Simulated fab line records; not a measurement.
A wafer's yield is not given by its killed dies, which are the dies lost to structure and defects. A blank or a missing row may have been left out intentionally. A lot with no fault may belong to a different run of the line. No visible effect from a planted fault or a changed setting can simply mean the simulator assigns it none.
Which tool is to blame? | flow n5_finfet | 15 lots, 45 wafers sampled, at 5 steps of a route of 1938

WHAT EACH GAUGE READ, for each wafer
N5_SD_EPI_P_INSPECT_11: inspects for defects (macro).
lot  | measured    | on                | raw_defect_count
L323 | day 3 14:12 | defect_inspect-02 | 3 4 5
L324 | day 4 03:32 | defect_inspect-01 | 3 2 4
L325 | day 4 09:19 | defect_inspect-01 | 2 5 5
L326 | day 4 10:57 | defect_inspect-02 | 3 4 1
L327 | day 4 15:21 | defect_inspect-02 | 1 4 2
L330 | day 5 07:41 | defect_inspect-01 | 4 2 3
L331 | day 5 16:08 | defect_inspect-02 | 3 2 2
L332 | day 5 20:37 | defect_inspect-02 | 1 2 2
L335 | day 6 17:24 | defect_inspect-01 | 3 4 2
L338 | day 7 11:31 | defect_inspect-02 | 2 2 1
L339 | day 7 19:11 | defect_inspect-02 | 2 2 2
L340 | day 7 20:15 | defect_inspect-01 | 4 2 2
L342 | day 8 04:14 | defect_inspect-02 | 5 0 1
L343 | day 8 11:22 | defect_inspect-01 | 1 2 4
L344 | day 8 22:44 | defect_inspect-01 | 4 2 3

N5_SD_EPI_P_EPI_MEAS_23.
lot  | measured    | on            | thk_nm (nm)
L323 | day 3 18:09 | film_metro-01 | 60.5 61.4 62.6
L324 | day 4 07:07 | film_metro-02 | 62.1 61.3 61.7
L325 | day 4 15:04 | film_metro-01 | 60.4 59.9 62.8
L326 | day 4 16:04 | film_metro-01 | 59.6 62.3 59.8
L327 | day 4 19:47 | film_metro-02 | 60.9 61.7 62.1
L330 | day 5 12:06 | film_metro-02 | 3.0 1.7 0.1
L331 | day 5 19:44 | film_metro-01 | 1.8 2.3 2.1
L332 | day 6 01:05 | film_metro-02 | 0.3 1.5 0.7
L335 | day 6 21:01 | film_metro-01 | 60.8 59.9 61.3
L338 | day 7 15:09 | film_metro-01 | 63.5 63.5 62.2
L339 | day 7 22:46 | film_metro-02 | 62.7 63.6 61.6
L340 | day 8 00:22 | film_metro-02 | 60.5 58.6 62.0
L342 | day 8 07:49 | film_metro-01 | 63.2 60.2 63.7
L343 | day 8 15:49 | film_metro-01 | 59.1 60.3 60.0
L344 | day 9 02:25 | film_metro-02 | 59.4 59.0 59.5

WHAT TOOL EACH LOT RAN ON (gives the tool, then ch and the chambers of the sampled wafers, and finally the start)
lot  | N5_SD_EPI_P_ETCH_37               | N5_SD_EPI_P_ETCH_47               | N5_SD_EPI_P_PRECLEAN_51
L323 | rie_diel-05 ch 2,3, day 3 14:19   | rie_diel-05 ch 2,3, day 3 14:45   | epi_rpcvd-04 ch 0, day 3 15:38
L324 | rie_diel-01 ch 0,1,3, day 4 03:40 | rie_diel-01 ch 0,1,3, day 4 04:05 | epi_rpcvd-02 ch 0, day 4 04:34
L325 | rie_diel-01 ch 1,2,3, day 4 09:38 | rie_diel-01 ch 1,2,3, day 4 10:04 | epi_rpcvd-01 ch 0, day 4 10:38
L326 | rie_diel-05 ch 0,1, day 4 11:20   | rie_diel-05 ch 0,1, day 4 11:46   | epi_rpcvd-04 ch 0, day 4 13:31
L327 | rie_diel-01 ch 0,2,3, day 4 15:29 | rie_diel-01 ch 0,2,3, day 4 15:54 | epi_rpcvd-01 ch 0, day 4 16:28
L330 | rie_diel-06 ch 0,1,3, day 5 07:48 | rie_diel-06 ch 0,1,3, day 5 08:14 | epi_rpcvd-01, day 5 08:44
L331 | rie_diel-01 ch 2,3, day 5 16:16   | rie_diel-01 ch 2,3, day 5 16:41   | epi_rpcvd-04, day 5 17:12
L332 | rie_diel-06 ch 1,2,3, day 5 20:45 | rie_diel-06 ch 1,2,3, day 5 21:10 | epi_rpcvd-01, day 5 21:40
L335 | rie_diel-01 ch 0,2,3, day 6 17:32 | rie_diel-01 ch 0,2,3, day 6 17:57 | epi_rpcvd-02 ch 0, day 6 18:28
L338 | rie_diel-06 ch 1,2, day 7 11:42   | rie_diel-06 ch 1,2, day 7 12:07   | epi_rpcvd-01 ch 0, day 7 12:36
L339 | rie_diel-01 ch 1,3, day 7 19:18   | rie_diel-01 ch 1,3, day 7 19:44   | epi_rpcvd-01 ch 0, day 7 20:14
L340 | rie_diel-06 ch 0,1,2, day 7 20:55 | rie_diel-06 ch 0,1,2, day 7 21:20 | epi_rpcvd-04 ch 0, day 7 21:50
L342 | rie_diel-05 ch 1,2, day 8 04:21   | rie_diel-05 ch 1,2, day 8 04:47   | epi_rpcvd-01 ch 0, day 8 05:17
L343 | rie_diel-06 ch 0,1,3, day 8 11:30 | rie_diel-06 ch 0,1,3, day 8 11:55 | epi_rpcvd-04 ch 0, day 8 12:23
L344 | rie_diel-05 ch 0,2,3, day 8 22:58 | rie_diel-05 ch 0,2,3, day 8 23:24 | epi_rpcvd-02 ch 0, day 8 23:52
- N5_SD_EPI_P_ETCH_37: etches SOC in N2/H2, overetch 108 nm, time 486 s.
- N5_SD_EPI_P_ETCH_47: etches SiOCN in CH3F/O2, target depth 25 nm.
- N5_SD_EPI_P_PRECLEAN_51: cleans in NF3:NH3, afs cycles 1, time 20 s, sublimation time 60 s.

WHAT THE TOOLS THEMSELVES READ (means of the sampled wafers that have a number; where no wafer has one, the mark that the record gives instead)
N5_SD_EPI_P_ETCH_37.
lot  | tool        | drypump_motor_current_A (A) | oes_product_au (a.u.) | rf_vpp_V (V) | showerhead_plenum_p_Torr (Torr) | temp_c (C) | throttle_valve_pct (%)
L323 | rie_diel-05 | 5.7                         | 0.66                  | 242.8        | 2.64                            | 39.95      | 24.0
L324 | rie_diel-01 | 5.9                         | 0.72                  | 241.9        | 2.67                            | 39.96      | 23.5
L325 | rie_diel-01 | 6.1                         | 0.69                  | 241.1        | 2.58                            | 39.99      | 23.4
L326 | rie_diel-05 | 5.9                         | 0.67                  | 238.9        | 2.43                            | 39.89      | 23.5
L327 | rie_diel-01 | 5.9                         | 0.70                  | 240.9        | 2.59                            | 40.14      | 23.7
L330 | rie_diel-06 | 5.7                         | 0.73                  | 240.1        | 2.53                            | 39.91      | 24.0
L331 | rie_diel-01 | 5.9                         | 0.67                  | 242.1        | 2.57                            | 39.98      | 23.7
L332 | rie_diel-06 | 6.2                         | 0.73                  | 240.9        | 2.57                            | 39.98      | 23.8
L335 | rie_diel-01 | 5.9                         | 0.69                  | 240.7        | 2.59                            | 39.98      | 23.7
L338 | rie_diel-06 | 6.0                         | 0.73                  | 240.8        | 2.57                            | 39.93      | 23.8
L339 | rie_diel-01 | 6.1                         | 0.68                  | 242.1        | 2.64                            | 40.13      | 23.4
L340 | rie_diel-06 | 5.7                         | 0.68                  | 240.4        | 2.49                            | 39.85      | 23.9
L342 | rie_diel-05 | 5.8                         | 0.62                  | 240.9        | 2.54                            | 39.94      | 23.8
L343 | rie_diel-06 | 5.7                         | 0.70                  | 241.2        | 2.52                            | 39.95      | 24.0
L344 | rie_diel-05 | 5.6                         | 0.65                  | 241.5        | 2.56                            | 39.97      | 24.1

N5_SD_EPI_P_ETCH_47.
lot  | tool        | drypump_motor_current_A (A) | oes_product_au (a.u.) | rf_vpp_V (V) | showerhead_plenum_p_Torr (Torr) | throttle_valve_pct (%)
L323 | rie_diel-05 | 5.7                         | 0.73                  | 128.6        | 2.09                            | 16.48
L324 | rie_diel-01 | 5.8                         | 0.81                  | 127.6        | 2.10                            | 16.16
L325 | rie_diel-01 | 6.1                         | 0.77                  | 127.2        | 2.03                            | 16.11
L326 | rie_diel-05 | 5.9                         | 0.74                  | 127.1        | 1.92                            | 16.19
L327 | rie_diel-01 | 5.9                         | 0.78                  | 126.1        | 2.04                            | 16.24
L330 | rie_diel-06 | 5.7                         | 0.81                  | 127.5        | 2.00                            | 16.48
L331 | rie_diel-01 | 5.9                         | 0.74                  | 126.2        | 2.03                            | 16.23
L332 | rie_diel-06 | 6.2                         | 0.82                  | 127.2        | 2.03                            | 16.26
L335 | rie_diel-01 | 5.9                         | 0.77                  | 125.5        | 2.03                            | 16.28
L338 | rie_diel-06 | 6.0                         | 0.82                  | 126.1        | 2.03                            | 16.27
L339 | rie_diel-01 | 6.1                         | 0.77                  | 129.7        | 2.08                            | 16.08
L340 | rie_diel-06 | 5.7                         | 0.76                  | 127.2        | 1.98                            | 16.51
L342 | rie_diel-05 | 5.8                         | 0.69                  | 129.3        | 2.00                            | 16.40
L343 | rie_diel-06 | 5.7                         | 0.78                  | 127.6        | 1.99                            | 16.52
L344 | rie_diel-05 | 5.6                         | 0.72                  | 129.4        | 2.02                            | 16.53

N5_SD_EPI_P_PRECLEAN_51.
lot  | tool         | chamber_pressure_Torr (Torr) | sublimation_temp_c (C)
L323 | epi_rpcvd-04 | 3.005                        | 179.78
L324 | epi_rpcvd-02 | 2.997                        | 180.07
L325 | epi_rpcvd-01 | 3.014                        | 180.00
L326 | epi_rpcvd-04 | 3.001                        | 180.11
L327 | epi_rpcvd-01 | 3.001                        | 179.93
L330 | epi_rpcvd-01 | -                            | -
L331 | epi_rpcvd-04 | -                            | -
L332 | epi_rpcvd-01 | -                            | -
L335 | epi_rpcvd-02 | 2.992                        | 180.06
L338 | epi_rpcvd-01 | 2.995                        | 180.00
L339 | epi_rpcvd-01 | 3.000                        | 180.20
L340 | epi_rpcvd-04 | 2.993                        | 180.05
L342 | epi_rpcvd-01 | 2.998                        | 179.91
L343 | epi_rpcvd-04 | 2.995                        | 179.94
L344 | epi_rpcvd-02 | 3.005                        | 179.76

THE ANSWER, worked out from the rows above alone
Rule: the usual values come from the lots themselves. The widest of any qualifying gaps counts: lots, ordered by their means at a reading, are off when they make up no more than a third of the lots, leave a main group of 4 or more, and stand apart from it by 3 or more times the standard deviation of that group's means. A main group whose means are all the same, to the digits that the tables above print for the reading, isn't used. Also off: a lot with no number at a reading for which 4 or more lots have one. The other lots that the step has rows for count as sound. Order of review: gauges by route order, followed by the tools' own readings, for which a lot's mean as printed above is used. At the first step where some lot is off, the reading lying furthest off is the one used; lots without a number count as furthest.
Off, at N5_SD_EPI_P_EPI_MEAS_23 on thk_nm: L330, L331, L332. For the main group the mean is 61.2 nm and the standard deviation 1.1.
If a tool, at a process step before that reading, ran all the lots that are off and no sound lot after the first of them, it fits. Not tried: the gauges at N5_SD_EPI_P_EPI_MEAS_23; whatever is off there is also off at N5_SD_EPI_P_PRECLEAN_51, on other tools, and gauge error can't account for it. None of those tried fits.

WHAT THE SIMULATOR HAD PUT IN
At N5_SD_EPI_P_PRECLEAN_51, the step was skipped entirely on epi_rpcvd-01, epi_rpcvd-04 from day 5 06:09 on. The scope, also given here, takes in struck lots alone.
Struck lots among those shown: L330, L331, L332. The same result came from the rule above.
